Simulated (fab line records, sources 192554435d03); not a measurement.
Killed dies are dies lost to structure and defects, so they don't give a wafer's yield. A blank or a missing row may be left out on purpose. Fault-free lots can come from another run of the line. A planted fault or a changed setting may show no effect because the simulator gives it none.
Split-lot study ; flow n5_finfet ; 21 wafers read from 7 lots, route of 1938 steps

## ON THE SPLIT
At N5_BEOL_M0_ETCH_128 (etches SiCN in CF4/N2, target depth 12 nm, overetch 5.1 nm, time 21.4 s), the setting source_w was moved away from the recipe's 430 W on 8 of the 21 wafers read, by -16.4% to +11.8%. For the rest of the wafers, this setting stayed at what the recipe calls for.

Reading taken at the split's own step.

## THE READING
rf_vpp_V, in V, at N5_BEOL_M0_ETCH_128 (etches SiCN in CF4/N2, target depth 12 nm, overetch 5.1 nm, time 21.4 s). On this fab line, fault-free wafers typically give 382.9 V with a standard deviation of 1.8 V.

wafer;tool, chamber at the split;source_w as run, W;against the recipe;rf_vpp_V, V;against lot-mates on the recipe
L085.2;rie_diel-05, 2;410.6;-4.5%;386.9;+5.9
L085.4;rie_diel-05, 1;430;recipe;381.0;-
L085.6;rie_diel-05, 0;410.6;-4.5%;390.1;+9.1
L090.2;rie_diel-02, 0;430;recipe;384.9;-
L090.3;rie_diel-02, 3;430;recipe;380.0;-
L090.5;rie_diel-02, 2;480.6;+11.8%;370.1;-12.3
L091.1;rie_diel-03, 0;359.4;-16.4%;404.8;+21.7
L091.3;rie_diel-03, 2;430;recipe;382.8;-
L091.6;rie_diel-03, 2;430;recipe;383.5;-
L092.1;rie_diel-03, 2;368.4;-14.3%;404.3;+22.7
L092.5;rie_diel-03, 0;368.4;-14.3%;402.4;+20.8
L092.6;rie_diel-03, 3;430;recipe;381.6;-
L094.2;rie_diel-02, 1;430;recipe;383.2;-
L094.3;rie_diel-02, 2;362.7;-15.7%;406.1;+22.9
L094.5;rie_diel-02, 1;362.7;-15.7%;403.5;+20.3
L095.1;rie_diel-02, 3;430;recipe;378.9;-
L095.2;rie_diel-02, 0;430;recipe;385.0;-
L095.5;rie_diel-02, 2;430;recipe;384.9;-
L096.2;rie_diel-03, 0;430;recipe;382.1;-
L096.5;rie_diel-03, 0;430;recipe;382.5;-
L096.6;rie_diel-03, 3;430;recipe;384.0;-

FIT RESULTS
A straight line over all 21 wafers: rf_vpp_V changes by -1.35 V for each +1% of source_w; r = -0.98; the points scatter about the line by 1.9 V.
The same after taking each lot's own level away (the mean of its wafers on the recipe; 21 wafers): -1.36 V for each +1%; r = -0.98; scatter 1.9 V.
Per that fit: largest source_w move, reading shift of 22 V.
From 381.00 to 383.20 V: that is the span of the lots' own levels, equal to 1.2 times the standard deviation above.
So the lot-to-lot level changes the slope little: the two slopes agree.
Check: +23.1 V against its lot-mates is what the line predicts for one of the wafers moved furthest among these (-16.4%) when that wafer is left out of the fit. Against them it came out at +21.7 V.
Tool readings at the split's step, against how far the setting was moved: rf_vpp_V r = -0.98.

## FURTHER SPLITS ON THESE WAFERS
Before the reading, these wafers also passed through other splits. Each is held against what the fit with the lots' levels taken away leaves over:
other split on the same wafers;wafers away from the commonest value;r with rf_vpp_V (lot level and that fit taken away)
N5_HKMG_FIN_COAT_43 spin_rpm;9;+0.14
N5_MOL_CONTACT_COAG_PECVD_31 temp_c;7;-0.26
N5_BEOL_M0_SAQP_PECVD_04 time_s;7;-0.38
N5_BEOL_M0_SAQP_COAT_34 spin_rpm;8;-0.13

## THE FILE'S OWN FIT
rf_vpp_V changes by -1.35 V for each +1% of source_w, r = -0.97.
